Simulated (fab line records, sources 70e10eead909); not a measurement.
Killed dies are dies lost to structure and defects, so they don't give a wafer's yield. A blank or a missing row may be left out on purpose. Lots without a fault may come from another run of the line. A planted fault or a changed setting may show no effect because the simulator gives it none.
Which tool did it? | flow nand_harc | 14 lots, 42 wafers sampled, at 4 steps of a route of 1302

WHAT THE GAUGES READ, wafer by wafer
The record holds no reading of a measuring or inspecting step that can be judged against a usual standard deviation.

WHICH TOOL RAN EACH LOT (tool, then ch and the chambers of the sampled wafers, then the start)
lot  | NHARC_A_CHANNEL_HOLE_D2_ETCH_25  | NHARC_A_CHANNEL_FILL_D2_ALD_03                 | NHARC_A_CHANNEL_FILL_D2_ALD_16   | NHARC_A_CHANNEL_FILL_D2_CMP_10
L532 | har_etch-01 ch 0,1, day 13 14:49 | ald_sin_batch-01 ch 0, day 14 05:50 or earlier | ald_hk-04 ch 2,3, day 14 05:50   | cmp-03 ch 0,3, day 15 17:16
L533 | har_etch-01 ch 0,1, day 15 01:21 | ald_sin_batch-02 ch 0, day 15 16:32 or earlier | ald_hk-02 ch 0,1, day 15 16:32   | cmp-01 ch 0,1,3, day 17 06:11
L537 | har_etch-01 ch 0,1, day 15 13:30 | ald_sin_batch-03 ch 0, day 16 04:40 or earlier | ald_hk-04 ch 0,2,3, day 16 04:40 | cmp-03 ch 0,2,3, day 17 16:20
L536 | har_etch-02 ch 0, day 15 17:08   | ald_sin_batch-03 ch 0, day 16 09:39 or earlier | ald_hk-03 ch 0,1, day 16 09:39   | cmp-02 ch 2,3, day 17 22:28
L538 | har_etch-01 ch 0,1, day 16 08:50 | ald_sin_batch-03 ch 0, day 17 01:07 or earlier | ald_hk-02 ch 2,3, day 17 01:07   | cmp-02 ch 0,3, day 18 11:53
L540 | har_etch-01 ch 1, day 16 13:00   | ald_sin_batch-01 ch 0, day 17 05:56 or earlier | ald_hk-03 ch 0,2,3, day 17 05:56 | cmp-02 ch 0,1,2, day 18 19:53
L541 | har_etch-01 ch 0,1, day 17 01:05 | ald_sin_batch-01 ch 0, day 17 15:55 or earlier | ald_hk-02 ch 0,1,2, day 17 15:55 | cmp-02 ch 0,1,3, day 19 02:34
L542 | har_etch-02 ch 0,1, day 18 04:10 | ald_sin_batch-02 ch 0, day 18 19:47 or earlier | ald_hk-02 ch 0,1,3, day 18 19:47 | cmp-01 ch 0,2,3, day 20 07:16
L546 | har_etch-02 ch 0,1, day 19 19:41 | ald_sin_batch-01 ch 0, day 20 10:50 or earlier | ald_hk-02 ch 0,1,2, day 20 10:50 | cmp-01 ch 0,3, day 21 21:40
L550 | har_etch-02 ch 1, day 21 13:56   | ald_sin_batch-02 ch 0, day 22 05:05 or earlier | ald_hk-03 ch 1,3, day 22 05:05   | cmp-01 ch 0,3, day 23 16:06
L551 | har_etch-01 ch 0,1, day 22 04:56 | ald_sin_batch-02 ch 0, day 23 00:52 or earlier | ald_hk-04 ch 0,1,3, day 23 00:52 | cmp-01 ch 0,1,2, day 24 12:28
L553 | har_etch-02 ch 0,1, day 22 07:19 | ald_sin_batch-02 ch 0, day 23 00:52 or earlier | ald_hk-02 ch 1,3, day 23 00:52   | cmp-03 ch 1,2, day 24 12:27
L552 | har_etch-02 ch 0,1, day 22 16:48 | ald_sin_batch-02 ch 0, day 23 09:33 or earlier | ald_hk-04 ch 1,2,3, day 23 09:33 | cmp-03 ch 0,2,3, day 24 20:53
L554 | har_etch-02 ch 0,1, day 23 06:43 | ald_sin_batch-01 ch 0, day 23 21:22 or earlier | ald_hk-03 ch 0,1,3, day 23 21:22 | cmp-02 ch 0,1, day 25 09:53
- NHARC_A_CHANNEL_HOLE_D2_ETCH_25: etches the open film in C4F8/O2/Ar, time 1040.2 s, target depth 1500 nm.
- NHARC_A_CHANNEL_FILL_D2_ALD_03: deposits SiNx, target thk 6 nm, pulse time 60 s, ald cycles 58.
- NHARC_A_CHANNEL_FILL_D2_ALD_16: deposits SiO2, target thk 1.5 nm, pulse time 10 s, ald cycles 15.
- NHARC_A_CHANNEL_FILL_D2_CMP_10: polishes, target thk 150 nm.

WHAT THE TOOLS THEMSELVES READ (means of the sampled wafers that have a number; where no wafer has one, the mark that the record gives instead)
NHARC_A_CHANNEL_HOLE_D2_ETCH_25.
lot  | tool        | drypump_motor_current_A (A) | o2_flow_sccm (sccm) | showerhead_plenum_p_Torr (Torr) | throttle_valve_pct (%)
L532 | har_etch-01 | 5.7                         | 31.30               | 3.50                            | 32.239
L533 | har_etch-01 | 5.7                         | 31.13               | 3.49                            | 32.240
L537 | har_etch-01 | 5.7                         | 31.14               | 3.48                            | 32.236
L536 | har_etch-02 | 6.6                         | 31.20               | 3.43                            | 32.239
L538 | har_etch-01 | 5.7                         | 31.24               | 3.48                            | 32.228
L540 | har_etch-01 | 6.4                         | 31.20               | 3.53                            | 32.233
L541 | har_etch-01 | 5.7                         | 31.36               | 3.47                            | 32.232
L542 | har_etch-02 | 6.1                         | 31.13               | 3.92                            | 32.228
L546 | har_etch-02 | 6.1                         | 31.24               | 3.91                            | 32.235
L550 | har_etch-02 | 5.1                         | 31.20               | 3.89                            | 32.238
L551 | har_etch-01 | 5.7                         | 31.15               | 3.43                            | 32.235
L553 | har_etch-02 | 5.6                         | 31.26               | 3.89                            | 32.231
L552 | har_etch-02 | 5.6                         | 31.22               | 3.89                            | 32.236
L554 | har_etch-02 | 6.1                         | 31.23               | 3.88                            | 32.235

NHARC_A_CHANNEL_FILL_D2_ALD_03.
lot  | tool             | precursor_pulse_height_rel
L532 | ald_sin_batch-01 | 0.989
L533 | ald_sin_batch-02 | 1.006
L537 | ald_sin_batch-03 | 1.023
L536 | ald_sin_batch-03 | 0.995
L538 | ald_sin_batch-03 | 0.995
L540 | ald_sin_batch-01 | 1.001
L541 | ald_sin_batch-01 | 0.994
L542 | ald_sin_batch-02 | 0.994
L546 | ald_sin_batch-01 | 0.995
L550 | ald_sin_batch-02 | 1.005
L551 | ald_sin_batch-02 | 0.986
L553 | ald_sin_batch-02 | 1.010
L552 | ald_sin_batch-02 | 1.007
L554 | ald_sin_batch-01 | 1.002

NHARC_A_CHANNEL_FILL_D2_ALD_16.
lot  | tool      | heater_power_w (W) | precursor_pulse_height_rel
L532 | ald_hk-04 | 500                | 1.004
L533 | ald_hk-02 | 500                | 0.997
L537 | ald_hk-04 | 492                | 0.999
L536 | ald_hk-03 | 475                | 1.000
L538 | ald_hk-02 | 513                | 0.993
L540 | ald_hk-03 | 474                | 0.987
L541 | ald_hk-02 | 478                | 1.006
L542 | ald_hk-02 | 502                | 1.011
L546 | ald_hk-02 | 488                | 1.015
L550 | ald_hk-03 | 455                | 0.994
L551 | ald_hk-04 | 477                | 1.002
L553 | ald_hk-02 | 531                | 1.026
L552 | ald_hk-04 | 487                | 0.979
L554 | ald_hk-03 | 474                | 1.015

NHARC_A_CHANNEL_FILL_D2_CMP_10.
lot  | tool   | edge_zone_pressure_frac | motor_current_A (A) | time_to_endpoint_s (s)
L532 | cmp-03 | 0.995                   | 12.8                | 13.1
L533 | cmp-01 | 0.996                   | 11.3                | 20.0
L537 | cmp-03 | 1.000                   | 12.6                | 14.8
L536 | cmp-02 | 1.000                   | 12.3                | 13.6
L538 | cmp-02 | 1.001                   | 11.9                | 16.0
L540 | cmp-02 | 1.001                   | 11.2                | 13.8
L541 | cmp-02 | -                       | -                   | -
L542 | cmp-01 | -                       | -                   | -
L546 | cmp-01 | 0.999                   | 11.1                | 13.7
L550 | cmp-01 | 1.006                   | 11.0                | 15.0
L551 | cmp-01 | 0.996                   | 11.4                | 17.7
L553 | cmp-03 | 0.997                   | 13.2                | 13.2
L552 | cmp-03 | 1.002                   | 12.8                | 17.8
L554 | cmp-02 | 0.997                   | 10.4                | 19.1

THE ANSWER, worked out from the rows above alone
Rule: what is usual is taken from the lots themselves. Put in order of their means at a reading, lots are off if they are a third of the lots or fewer, leave a main group of 4 or more, and stand apart from it by a gap of 3 or more times the standard deviation of the main group's means; of several such gaps the widest counts. A main group whose means are all the same, to the digits that the tables above print for the reading, isn't used. A lot without any number at a reading at which 4 lots or more have one is off too. The other lots that the step has rows for count as sound. The gauges are gone through in route order, then the tools' own readings, and for those a lot's mean is taken as printed above. The first step at which some lot is off is used, and at that step the reading that is off furthest; a lot without a number counts as furthest.
Off: L541, L542, at NHARC_A_CHANNEL_FILL_D2_CMP_10 (edge_zone_pressure_frac). Without a number there: L541, L542. The main group: mean 0.999, standard deviation 0.003.
A tool fits if, at that step or a process step before it, it ran every lot that is off, and no sound lot after the first of them. NHARC_A_CHANNEL_FILL_D2_ALD_03 gives no start for some lots, so the hours and the order of its lots are those of NHARC_A_CHANNEL_FILL_D2_ALD_16. None of those tried fits.

WHAT THE SIMULATOR HAD PUT IN
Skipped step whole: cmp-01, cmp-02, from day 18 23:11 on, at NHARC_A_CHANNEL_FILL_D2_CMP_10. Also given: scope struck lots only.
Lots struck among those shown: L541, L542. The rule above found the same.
